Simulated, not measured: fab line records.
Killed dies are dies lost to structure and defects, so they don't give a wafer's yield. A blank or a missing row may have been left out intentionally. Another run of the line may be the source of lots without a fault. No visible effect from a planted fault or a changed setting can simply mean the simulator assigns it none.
Tool commonality check || flow nand_harc || Lots sampled 14, wafers sampled 42

## WHAT PROMPTED THE OPENING
At NHARC_A_ONON_D2_THK_MEAS_02 the reading thk_nm is flagged on 2 of 14 lots. Fault-free wafers read 998 nm, with a standard deviation of 7.2.
Rule: flag the lot when none of its wafers has a number, or when each of its wafers that has one lies beyond 4 standard deviations from that mean. All remaining lots are regarded as sound.

{"lot": "L495", "measured": "day 12 05:50", "on": "film_metro-02", "thk_nm (nm), wafer by wafer": "995 995 997", "flag": ""}
{"lot": "L496", "measured": "day 13 00:57", "on": "film_metro-01", "thk_nm (nm), wafer by wafer": "997 999 996", "flag": ""}
{"lot": "L497", "measured": "day 13 08:38", "on": "film_metro-01", "thk_nm (nm), wafer by wafer": "999 1000 998", "flag": ""}
{"lot": "L498", "measured": "day 14 02:01", "on": "film_metro-01", "thk_nm (nm), wafer by wafer": "992 993 992", "flag": ""}
{"lot": "L499", "measured": "day 14 11:58", "on": "film_metro-02", "thk_nm (nm), wafer by wafer": "1001 1001 1002", "flag": ""}
{"lot": "L500", "measured": "day 14 20:56", "on": "film_metro-01", "thk_nm (nm), wafer by wafer": "1000 1002 1001", "flag": ""}
{"lot": "L501", "measured": "day 14 21:07", "on": "film_metro-02", "thk_nm (nm), wafer by wafer": "998 995 998", "flag": ""}
{"lot": "L508", "measured": "day 18 03:38", "on": "film_metro-02", "thk_nm (nm), wafer by wafer": "993 991 991", "flag": ""}
{"lot": "L510", "measured": "day 18 09:25", "on": "film_metro-01", "thk_nm (nm), wafer by wafer": "1061 1063 1064", "flag": "FLAGGED"}
{"lot": "L511", "measured": "day 18 19:21", "on": "film_metro-02", "thk_nm (nm), wafer by wafer": "1066 1065 1064", "flag": "FLAGGED"}
{"lot": "L514", "measured": "day 20 05:55", "on": "film_metro-01", "thk_nm (nm), wafer by wafer": "1002 1002 999", "flag": ""}
{"lot": "L515", "measured": "day 20 17:27", "on": "film_metro-01", "thk_nm (nm), wafer by wafer": "1007 1007 1008", "flag": ""}
{"lot": "L517", "measured": "day 21 19:04", "on": "film_metro-02", "thk_nm (nm), wafer by wafer": "992 994 993", "flag": ""}
{"lot": "L518", "measured": "day 22 10:11", "on": "film_metro-01", "thk_nm (nm), wafer by wafer": "998 997 999", "flag": ""}
The numbers of the flagged lots are 1064 nm on average: +66 nm against the usual, or +9 standard deviations.

## EACH LOT AND THE TOOL IT RAN ON
The record holds 4 process steps before the reading, out of a route of 1302 steps. Cell contents, in order: the tool; ch with the chambers the sampled wafers went through; the start.
{"lot": "L495", "flag": "", "NHARC_A_CHANNEL_FILL_D1_ALD_25": "ald_hk-02 ch 1,2,3, day 10 10:30", "NHARC_A_DECK1_JOINT_CMP_13": "cmp-04 ch 0,2,3, day 11 07:34", "NHARC_A_DECK1_JOINT_ETCHBACK_00": "rie_si-05 ch 0,1,2, day 11 07:54", "NHARC_A_ONON_D2_DEP_00": "pecvd_onon-02 ch 0, day 12 05:20"}
{"lot": "L496", "flag": "", "NHARC_A_CHANNEL_FILL_D1_ALD_25": "ald_hk-02 ch 0,2, day 10 18:31", "NHARC_A_DECK1_JOINT_CMP_13": "cmp-04 ch 0,3, day 11 20:16", "NHARC_A_DECK1_JOINT_ETCHBACK_00": "rie_si-03 ch 0,2, day 11 20:38", "NHARC_A_ONON_D2_DEP_00": "pecvd_onon-04 ch 0, day 13 00:26"}
{"lot": "L497", "flag": "", "NHARC_A_CHANNEL_FILL_D1_ALD_25": "ald_hk-03 ch 0,1,3, day 11 08:32", "NHARC_A_DECK1_JOINT_CMP_13": "cmp-03 ch 0,1,3, day 12 06:46", "NHARC_A_DECK1_JOINT_ETCHBACK_00": "rie_si-03 ch 0,1,2, day 12 07:08", "NHARC_A_ONON_D2_DEP_00": "pecvd_onon-04 ch 0, day 13 08:11"}
{"lot": "L498", "flag": "", "NHARC_A_CHANNEL_FILL_D1_ALD_25": "ald_hk-01 ch 1,3, day 11 22:20", "NHARC_A_DECK1_JOINT_CMP_13": "cmp-04 ch 1,2, day 12 20:31", "NHARC_A_DECK1_JOINT_ETCHBACK_00": "rie_si-06 ch 1,3, day 12 20:55", "NHARC_A_ONON_D2_DEP_00": "pecvd_onon-02 ch 0, day 14 01:31"}
{"lot": "L499", "flag": "", "NHARC_A_CHANNEL_FILL_D1_ALD_25": "ald_hk-03 ch 0,1,3, day 12 07:17", "NHARC_A_DECK1_JOINT_CMP_13": "cmp-04 ch 1,2,3, day 13 04:08", "NHARC_A_DECK1_JOINT_ETCHBACK_00": "rie_si-03 ch 0,1, day 13 04:28", "NHARC_A_ONON_D2_DEP_00": "pecvd_onon-02 ch 0, day 14 11:34"}
{"lot": "L500", "flag": "", "NHARC_A_CHANNEL_FILL_D1_ALD_25": "ald_hk-01 ch 0,2, day 12 14:33", "NHARC_A_DECK1_JOINT_CMP_13": "cmp-03 ch 1,2, day 13 12:45", "NHARC_A_DECK1_JOINT_ETCHBACK_00": "rie_si-05 ch 0,1, day 13 13:07", "NHARC_A_ONON_D2_DEP_00": "pecvd_onon-04 ch 0, day 14 20:29"}
{"lot": "L501", "flag": "", "NHARC_A_CHANNEL_FILL_D1_ALD_25": "ald_hk-03 ch 1,3, day 12 15:10", "NHARC_A_DECK1_JOINT_CMP_13": "cmp-04 ch 0,1, day 13 12:43", "NHARC_A_DECK1_JOINT_ETCHBACK_00": "rie_si-06 ch 0,2,3, day 13 13:08", "NHARC_A_ONON_D2_DEP_00": "pecvd_onon-03 ch 0, day 14 20:43"}
{"lot": "L508", "flag": "", "NHARC_A_CHANNEL_FILL_D1_ALD_25": "ald_hk-01 ch 0,2,3, day 16 04:07", "NHARC_A_DECK1_JOINT_CMP_13": "cmp-02 ch 0,2,3, day 17 05:11", "NHARC_A_DECK1_JOINT_ETCHBACK_00": "rie_si-03 ch 0,2,3, day 17 05:31", "NHARC_A_ONON_D2_DEP_00": "pecvd_onon-02 ch 0, day 18 03:07"}
{"lot": "L510", "flag": "FLAGGED", "NHARC_A_CHANNEL_FILL_D1_ALD_25": "ald_hk-03 ch 0,2,3, day 16 08:33", "NHARC_A_DECK1_JOINT_CMP_13": "cmp-04 ch 0,2, day 17 12:01", "NHARC_A_DECK1_JOINT_ETCHBACK_00": "rie_si-05 ch 0,2,3, day 17 12:23", "NHARC_A_ONON_D2_DEP_00": "pecvd_onon-04 ch 0, day 18 08:58"}
{"lot": "L511", "flag": "FLAGGED", "NHARC_A_CHANNEL_FILL_D1_ALD_25": "ald_hk-03 ch 0,1,3, day 16 20:49", "NHARC_A_DECK1_JOINT_CMP_13": "cmp-02 ch 1,2,3, day 17 18:38", "NHARC_A_DECK1_JOINT_ETCHBACK_00": "rie_si-05 ch 1,2, day 17 19:02", "NHARC_A_ONON_D2_DEP_00": "pecvd_onon-04 ch 0, day 18 18:50"}
{"lot": "L514", "flag": "", "NHARC_A_CHANNEL_FILL_D1_ALD_25": "ald_hk-01 ch 0,1,3, day 18 05:01", "NHARC_A_DECK1_JOINT_CMP_13": "cmp-03 ch 0,2, day 19 04:25", "NHARC_A_DECK1_JOINT_ETCHBACK_00": "rie_si-03 ch 0,2, day 19 04:47", "NHARC_A_ONON_D2_DEP_00": "pecvd_onon-02 ch 0, day 20 05:24"}
{"lot": "L515", "flag": "", "NHARC_A_CHANNEL_FILL_D1_ALD_25": "ald_hk-01 ch 0,2,3, day 18 21:56", "NHARC_A_DECK1_JOINT_CMP_13": "cmp-02 ch 0,1,2, day 19 19:14", "NHARC_A_DECK1_JOINT_ETCHBACK_00": "rie_si-05 ch 0,1,2, day 19 19:36", "NHARC_A_ONON_D2_DEP_00": "pecvd_onon-03 ch 0, day 20 16:56"}
{"lot": "L517", "flag": "", "NHARC_A_CHANNEL_FILL_D1_ALD_25": "ald_hk-02 ch 1,2,3, day 19 17:59", "NHARC_A_DECK1_JOINT_CMP_13": "cmp-03 ch 1,2,3, day 20 17:07", "NHARC_A_DECK1_JOINT_ETCHBACK_00": "rie_si-06 ch 0,2,3, day 20 17:28", "NHARC_A_ONON_D2_DEP_00": "pecvd_onon-03 ch 0, day 21 18:37"}
{"lot": "L518", "flag": "", "NHARC_A_CHANNEL_FILL_D1_ALD_25": "ald_hk-01 ch 1,2,3, day 19 23:54", "NHARC_A_DECK1_JOINT_CMP_13": "cmp-04 ch 2,3, day 21 01:57", "NHARC_A_DECK1_JOINT_ETCHBACK_00": "rie_si-03 ch 0,1,2, day 21 02:20", "NHARC_A_ONON_D2_DEP_00": "pecvd_onon-02 ch 0, day 22 09:41"}
What is done by these steps:
- NHARC_A_CHANNEL_FILL_D1_ALD_25: deposits SiOx, target thk 60 nm, pulse time 10 s, ald cycles 600.
- NHARC_A_DECK1_JOINT_CMP_13: polishes, target thk 51.023 nm.
- NHARC_A_DECK1_JOINT_ETCHBACK_00: etches the open film in HBr, target depth 30 nm, time 17.4 s.
- NHARC_A_ONON_D2_DEP_00: target thk 1000 nm.
- NHARC_A_ONON_D2_THK_MEAS_02: measures by ellipsometry.

## FLAGGED AGAINST TOTAL, ONE TOOL AT A TIME (gauges that did the reading follow at the end)
{"step": "NHARC_A_CHANNEL_FILL_D1_ALD_25", "tool": "ald_hk-01", "lots run": 6, "flagged": 0, "share of the flagged lots": "none", "sound lots run after its first flagged lot": "-"}
{"step": "NHARC_A_CHANNEL_FILL_D1_ALD_25", "tool": "ald_hk-02", "lots run": 3, "flagged": 0, "share of the flagged lots": "none", "sound lots run after its first flagged lot": "-"}
{"step": "NHARC_A_CHANNEL_FILL_D1_ALD_25", "tool": "ald_hk-03", "lots run": 5, "flagged": 2, "share of the flagged lots": "all", "sound lots run after its first flagged lot": 0}
{"step": "NHARC_A_DECK1_JOINT_CMP_13", "tool": "cmp-02", "lots run": 3, "flagged": 1, "share of the flagged lots": "some", "sound lots run after its first flagged lot": "1 (L515)"}
{"step": "NHARC_A_DECK1_JOINT_CMP_13", "tool": "cmp-03", "lots run": 4, "flagged": 0, "share of the flagged lots": "none", "sound lots run after its first flagged lot": "-"}
{"step": "NHARC_A_DECK1_JOINT_CMP_13", "tool": "cmp-04", "lots run": 7, "flagged": 1, "share of the flagged lots": "some", "sound lots run after its first flagged lot": "1 (L518)"}
{"step": "NHARC_A_DECK1_JOINT_ETCHBACK_00", "tool": "rie_si-03", "lots run": 6, "flagged": 0, "share of the flagged lots": "none", "sound lots run after its first flagged lot": "-"}
{"step": "NHARC_A_DECK1_JOINT_ETCHBACK_00", "tool": "rie_si-05", "lots run": 5, "flagged": 2, "share of the flagged lots": "all", "sound lots run after its first flagged lot": "1 (L515)"}
{"step": "NHARC_A_DECK1_JOINT_ETCHBACK_00", "tool": "rie_si-06", "lots run": 3, "flagged": 0, "share of the flagged lots": "none", "sound lots run after its first flagged lot": "-"}
{"step": "NHARC_A_ONON_D2_DEP_00", "tool": "pecvd_onon-02", "lots run": 6, "flagged": 0, "share of the flagged lots": "none", "sound lots run after its first flagged lot": "-"}
{"step": "NHARC_A_ONON_D2_DEP_00", "tool": "pecvd_onon-03", "lots run": 3, "flagged": 0, "share of the flagged lots": "none", "sound lots run after its first flagged lot": "-"}
{"step": "NHARC_A_ONON_D2_DEP_00", "tool": "pecvd_onon-04", "lots run": 5, "flagged": 2, "share of the flagged lots": "all", "sound lots run after its first flagged lot": 0}
{"step": "NHARC_A_ONON_D2_THK_MEAS_02", "tool": "film_metro-01", "lots run": 8, "flagged": 1, "share of the flagged lots": "some", "sound lots run after its first flagged lot": "3 (L514,L515,L518)"}
{"step": "NHARC_A_ONON_D2_THK_MEAS_02", "tool": "film_metro-02", "lots run": 6, "flagged": 1, "share of the flagged lots": "some", "sound lots run after its first flagged lot": "1 (L517)"}

## THE TABLE: WHAT IT ALLOWS
In the table, 3 rows ran each flagged lot (ald_hk-03 at NHARC_A_CHANNEL_FILL_D1_ALD_25; rie_si-05 at NHARC_A_DECK1_JOINT_ETCHBACK_00; pecvd_onon-04 at NHARC_A_ONON_D2_DEP_00).
- ald_hk-03 at NHARC_A_CHANNEL_FILL_D1_ALD_25: 2 of its 5 lots flagged. It ran its last sound lot, L501, at day 12 15:10 and its first flagged lot, L510, at day 16 08:33: a fault with its onset between the two fits.
- rie_si-05 at NHARC_A_DECK1_JOINT_ETCHBACK_00: 2 of its 5 lots flagged. After the first flagged lot (L515), sound lots still ran on it; a lasting fault on the whole tool would not permit that.
- pecvd_onon-04 at NHARC_A_ONON_D2_DEP_00: 2 of its 5 lots flagged. It ran its last sound lot, L500, at day 14 20:29 and its first flagged lot, L510, at day 18 08:58: a fault with its onset between the two fits.
Counting lots can't tell these 2 tools apart, because each fits a fault that began at some hour. More lots, or a look at what each step does to the wafer, might.

## WHAT WAS PUT IN BY THE SIMULATOR
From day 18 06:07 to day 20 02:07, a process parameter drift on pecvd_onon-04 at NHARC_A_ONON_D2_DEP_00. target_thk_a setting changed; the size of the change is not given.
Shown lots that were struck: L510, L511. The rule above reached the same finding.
